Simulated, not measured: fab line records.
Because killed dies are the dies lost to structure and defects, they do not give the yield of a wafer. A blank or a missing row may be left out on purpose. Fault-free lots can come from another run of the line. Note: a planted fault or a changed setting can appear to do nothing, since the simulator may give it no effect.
fab line records | flow n5-finfet
record lots=11 wafers=32 last-day=21
route steps=1938 shown BEOL_M12@1633
lots that met no fault: taken from a fault-free run of the same line
start-h: hours from the record's first day to the start of the lot's first wafer shown | wait-h: hours since the lot's step before | " unchanged from the row above | L1.1+2: several wafers, shown together as one row | - no value, or no start was given | * or withheld: withheld | < > ~ a bound
route shown NAME@n: a module of which the file shows steps, and the number in the route of the first | usual: the fault-free wafers' mean and standard deviation | same: alike in all rows | chamber/n: place in a boat | sites: per-site readings | _std_site: the values' standard deviation | _edge_site: inner sites' mean taken away from outer sites' mean | radius-mm: how far each site lies from the wafer's centre | mask NAME#n: copy n | behind: the most recent tool/chamber to have shaped the wafer | hold: what put the lot on hold/how long, in hours/how the hold closed | device: which transistor (n, p or np) failed to switch | end of line: tests of these same wafers at the route's end | where a step has no rows: the recipe by itself | killed: the dies lost at the first sort to structure and to defects; this is not the yield of the wafer | map: the dies of a wafer, with x for killed, . for not killed, _ for no die there
set.NAME: the setting as run; set.NAME@STEP: as run at that earlier step | model.NAME: the simulator's own value behind a step, which no gauge read
the route's steps for a sample of lots (tables are steps, rows are wafers)
services: when a tool's chamber went out of use (start-h, in hours from the record's first day, below 0 if earlier), for how many hours, and the reason
## steps
# step N5_BEOL_M12_OVL_MEAS_29
# recipe points-per-wafer=44
# usual M12_OVL=-1/4.8
# same points-per-wafer=44
# columns lot.wafer tool chamber start-h wait-h M12_OVL[nm]
L180.1 overlay-01 0 311.04 0.0 -8
L180.4 " 0 " " 1
L180.6 " 0 " " -5
L183.2 overlay-02 0 326.20 0.0 7
L183.3 " 0 " " 4
L183.5 " 0 " " 4
L181.2 overlay-01 0 332.60 0.0 5
L181.4 " 0 " " -1
L182.2 overlay-01 0 336.33 0.0 10
L182.4 " 0 " " 1
L182.6 " 0 " " 9
L184.2 overlay-01 0 344.56 0.0 5
L184.4 " 0 " " 3
L184.5 " 0 " " 1
L186.2 overlay-01 0 356.57 0.0 0
L186.4 " 0 " " 4
L186.5 " 0 " " 10
L188.3 overlay-01 0 360.71 0.0 -6
L188.4 " 0 " " -2
L188.6 " 0 " " -7
L193.1 overlay-02 0 427.76 0.0 3
L193.2 " 0 " " 4
L193.6 " 0 " " 7
L194.2 overlay-02 0 428.14 0.0 6
L194.5 " 0 " " -4
L194.6 " 0 " " -2
L200.2 overlay-02 0 438.62 0.0 -5
L200.3 " 0 " " -1
L200.4 " 0 " " -4
L199.2 overlay-02 0 456.06 0.0 4
L199.3 " 0 " " -1
L199.6 " 0 " " 3
# step N5_BEOL_M12_ETCH_67
# recipe chemistry=CF4 target=SiARC target-depth-a=1430 time-s=238.3 ion-energy-ev=80 pressure-mtorr=40 source-w=545 bias-w=36 Ar_flow_sccm=100 cf4-flow-sccm=100 ends=cleared
# usual drypump-motor-current-A=5.70/0.21 etch-rf-on-time-s=238/8.3 oes-product-au=0.68/0.072 rf-vpp-V=183.7/1.2 showerhead-plenum-p-Torr=2.10/0.06 throttle-valve-pct=15.64/0.26
# columns lot.wafer tool chamber start-h wait-h drypump-motor-current-A etch-rf-on-time-s oes-product-au rf-hours-counter-h rf-vpp-V showerhead-plenum-p-Torr throttle-valve-pct
L180.1 rie-diel-03 2 311.13 0.0 5.95 249 0.59 218 184.7 2.19 15.77
L180.4 " 1 " " 5.77 240 0.64 - 181.6 2.05 15.79
L180.6 " 3 " " 5.68 244 0.64 - 181.3 2.05 15.63
L183.2 rie-diel-03 3 326.63 0.0 5.61 247 0.63 174 184.0 2.05 15.65
L183.3 " 2 " " 5.95 249 0.58 226 185.7 2.19 15.77
L183.5 " 1 " " 5.78 239 0.64 - 182.7 2.05 15.80
L181.2 rie-diel-01 1 332.76 0.0 5.53 236 0.67 122 184.8 2.23 15.71
L181.4 " 0 " " 5.71 233 0.67 143 184.7 2.07 15.67
L182.2 rie-diel-01 2 336.42 0.0 5.66 255 0.59 217 183.2 2.12 16.11
L182.4 " 1 " " 5.52 237 0.67 123 185.7 2.23 15.72
L182.6 " 2 " " 5.66 257 0.59 - 182.9 2.12 16.11
L184.2 rie-diel-04 2 344.93 0.0 5.41 240 0.77 32 183.5 2.18 15.37
L184.4 " 3 " " 5.24 252 0.59 220 186.7 2.19 16.04
L184.5 " 0 " " 5.85 234 0.73 - 185.7 2.08 15.69
L186.2 rie-diel-04 0 356.68 0.0 5.88 231 0.73 71 182.8 2.08 15.70
L186.4 " 2 " " 5.41 236 0.77 37 183.3 2.18 15.37
L186.5 " 3 " " 5.23 246 0.59 - 186.5 2.19 16.04
L188.3 rie-diel-01 3 360.80 0.0 5.84 242 0.73 49 183.4 2.10 15.33
L188.4 " 2 " " 5.66 256 0.58 226 183.0 2.12 16.12
L188.6 " 3 " " 5.87 242 0.73 - 183.6 2.10 15.33
L193.1 rie-diel-03 2 427.93 0.0 5.95 236 0.81 5 185.5 2.18 15.33
L193.2 " 1 " " 5.78 236 0.62 208 182.6 2.03 15.87
L193.6 " 1 " " 5.77 235 0.61 - 184.0 2.03 15.87
L194.2 rie-diel-03 3 428.47 0.0 5.64 249 0.60 218 182.6 2.03 15.72
L194.5 " 2 " " 5.97 234 0.81 - 184.9 2.18 15.34
L194.6 " 1 " " 5.77 236 0.62 - 181.9 2.03 15.87
L200.2 rie-diel-03 0 438.72 0.0 5.52 223 0.76 40 183.7 2.09 15.31
L200.3 " 1 " " 5.76 235 0.62 214 182.3 2.03 15.88
L200.4 " 3 " " 5.67 246 0.61 221 183.0 2.03 15.72
L199.2 rie-diel-03 1 456.15 0.0 5.77 236 0.61 220 183.4 2.03 15.89
L199.3 " 2 " " 5.97 233 0.79 14 184.8 2.18 15.34
L199.6 " 1 " " 5.76 239 0.60 - 182.3 2.03 15.88
# step N5_BEOL_M12_STRIP_37
# recipe chemistry=N2/H2 power-w=1000 temp-c=250 h2-frac=0.65 overash-fraction=0.3 pressure-mtorr=withheld n2-flow-sccm=1750 h2-flow-sccm=3250
# usual drypump-motor-current-A=6.2/0.34 h2-flow-sccm=3250/11 heater-power-w=305/15 oes-product-au=0.790/0.0089
# columns lot.wafer tool chamber start-h wait-h drypump-motor-current-A h2-flow-sccm heater-power-w oes-product-au rf-hours-counter-h
L180.1 plasma-asher-01 0 311.65 0.0 6.6 3249 310 0.779 136
L180.4 " 1 " " 5.7 3227 322 0.778 -
L180.6 " 1 " " 5.7 3243 328 0.803 -
L183.2 plasma-asher-01 0 327.16 0.0 6.6 3243 308 0.793 139
L183.3 " 0 " " 6.6 3236 307 0.783 -
L183.5 " 1 " " 5.8 3249 327 0.796 -
L181.2 plasma-asher-02 1 333.28 0.0 6.3 3260 291 0.777 83
L181.4 " 0 " " 5.9 3242 291 0.780 -
L182.2 plasma-asher-01 0 336.95 0.0 6.6 3260 304 0.788 141
L182.4 " 0 " " 6.6 3253 309 0.773 -
L182.6 " 0 " " 6.6 3254 300 0.793 -
L184.2 plasma-asher-02 1 345.45 0.0 6.4 3261 293 0.792 86
L184.4 " 1 " " 6.4 3274 295 0.782 -
L184.5 " 0 " " 5.9 3247 290 0.787 -
L186.2 plasma-asher-02 1 357.20 0.0 6.3 3266 297 0.781 88
L186.4 " 1 " " 6.3 3257 296 0.781 -
L186.5 " 1 " " 6.4 3247 293 0.803 -
L188.3 plasma-asher-01 1 361.34 0.1 5.8 3264 326 0.785 -
L188.4 " 0 " " 6.6 3249 302 0.797 -
L188.6 " 1 " " 5.8 3250 332 0.784 -
L193.1 plasma-asher-01 0 428.45 0.0 6.6 3245 299 0.798 160
L193.2 " 1 " " 5.8 3579 330 0.784 160
L193.6 " 0 " " 6.6 3263 299 0.785 -
L194.2 plasma-asher-01 1 429.00 0.0 5.8 3581 328 0.780 160
L194.5 " 0 " " 6.6 3254 302 0.795 -
L194.6 " 1 " " 5.8 3564 330 0.797 -
L200.2 plasma-asher-02 1 439.25 0.0 6.3 3251 292 0.786 104
L200.3 " 0 " " 5.9 3258 290 0.775 -
L200.4 " 1 " " 6.3 3239 288 0.805 -
L199.2 plasma-asher-02 1 456.67 0.0 6.4 3264 286 0.789 106
L199.3 " 0 " " 5.9 3246 295 0.796 -
L199.6 " 1 " " 6.4 3245 294 0.793 -
# step N5_BEOL_M12_SPUTTER_43
# recipe material=TaN target-thk-a=150 temp-c=50 bias-v=168.6 power-w=15000 chamber-pressure-pa=0.12 time-s=24.19
# usual bias-v=168.6/1.7 cathode-dc-power-W=15000/2.7 throttle-valve-pct=30.0/0.79
# columns lot.wafer tool chamber start-h wait-h bias-v cathode-dc-power-W throttle-valve-pct
L180.1 pvd-sputter-03 - 313.80 0.0 172.6 14997 29.5
L180.4 " - " " 170.6 15001 31.6
L180.6 " - " " 168.0 14993 30.8
L183.2 pvd-sputter-03 - 330.88 0.0 168.3 15003 31.0
L183.3 " - " " 167.1 15001 29.4
L183.5 " - " " 166.9 14999 29.7
L181.2 pvd-sputter-03 - 334.60 0.0 168.9 15001 29.5
L181.4 " - " " 170.0 15000 28.9
L182.2 pvd-sputter-01 - 340.83 0.0 171.4 15002 29.4
L182.4 " - " " 168.3 15000 29.2
L182.6 " - " " 169.4 15000 29.1
L184.2 pvd-sputter-03 - 347.15 0.0 168.0 15001 29.7
L184.4 " - " " 167.4 15003 30.4
L184.5 " - " " 166.8 14995 29.7
L186.2 pvd-sputter-01 - 357.85 0.0 166.8 14997 29.7
L186.4 " - " " 169.7 15005 29.1
L186.5 " - " " 169.3 15006 29.7
L188.3 pvd-sputter-03 - 361.69 0.0 170.1 15002 29.5
L188.4 " - " " 170.0 15005 31.0
L188.6 " - " " 168.4 14998 28.8
L193.1 pvd-sputter-02 - 429.01 0.0 171.2 14999 29.9
L193.2 " - " " 167.8 14998 30.0
L193.6 " - " " 169.1 14999 29.5
L194.2 pvd-sputter-02 - 429.37 0.0 169.1 15002 29.3
L194.5 " - " " 169.1 14998 29.7
L194.6 " - " " 168.5 14999 30.1
L200.2 pvd-sputter-01 - 448.52 0.0 168.0 15003 31.1
L200.3 " - " " 169.1 15005 29.4
L200.4 " - " " 169.4 15001 29.4
L199.2 pvd-sputter-01 - 458.50 0.0 168.9 15002 29.8
L199.3 " - " " 167.8 14999 30.9
L199.6 " - " " 168.2 15001 29.7
## services
# columns tool chamber start-h hours kind
rie-diel-03 3 289.92 5.3 repair
rie-diel-04 0 298.90 4.3 repair
rie-diel-03 0 309.46 - clean
rie-diel-03 0 309.46 - consumable-replace:focus-ring
rie-diel-03 0 309.46 30.7 scheduled-down
rie-diel-03 0 309.46 30.7 vent-cycle
rie-diel-04 2 332.82 4.0 repair
rie-diel-03 2 390.73 - clean
rie-diel-03 2 390.73 - consumable-replace:focus-ring
rie-diel-03 2 390.73 25.9 scheduled-down
rie-diel-03 2 390.73 25.9 vent-cycle
rie-diel-01 0 394.03 3.4 repair
rie-diel-04 3 403.00 26.1 repair
rie-diel-01 1 409.37 8.5 repair
rie-diel-03 1 417.77 8.0 repair
rie-diel-01 2 426.22 - clean
rie-diel-01 2 426.22 - consumable-replace:focus-ring
rie-diel-01 2 426.22 24.0 scheduled-down
rie-diel-01 2 426.22 24.0 vent-cycle
rie-diel-03 2 439.39 1.4 repair
## key
first-sign step=N5_BEOL_M12_STRIP_37 reading=h2-flow-sccm direction=up sigmas=29 usual=3250 struck=3575
effect none on later readings
met-at N5_BEOL_M12_STRIP_37
struck-lots L193,L194
struck-wafers L193.2,L194.2,L194.6
not-acting-at N5_BEOL_M12_OVL_MEAS_29,N5_BEOL_M12_ETCH_67,N5_BEOL_M12_SPUTTER_43
onset-between 361.34 428.45
fault kind=process-parameter-drift tool=plasma-asher-01 chamber=1 onset-h=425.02 steps=N5_BEOL_M12_STRIP_37 channel=h2-flow-sccm offset=325 shape=step end-h=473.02 acts-in=these-recipes-only stated=3250
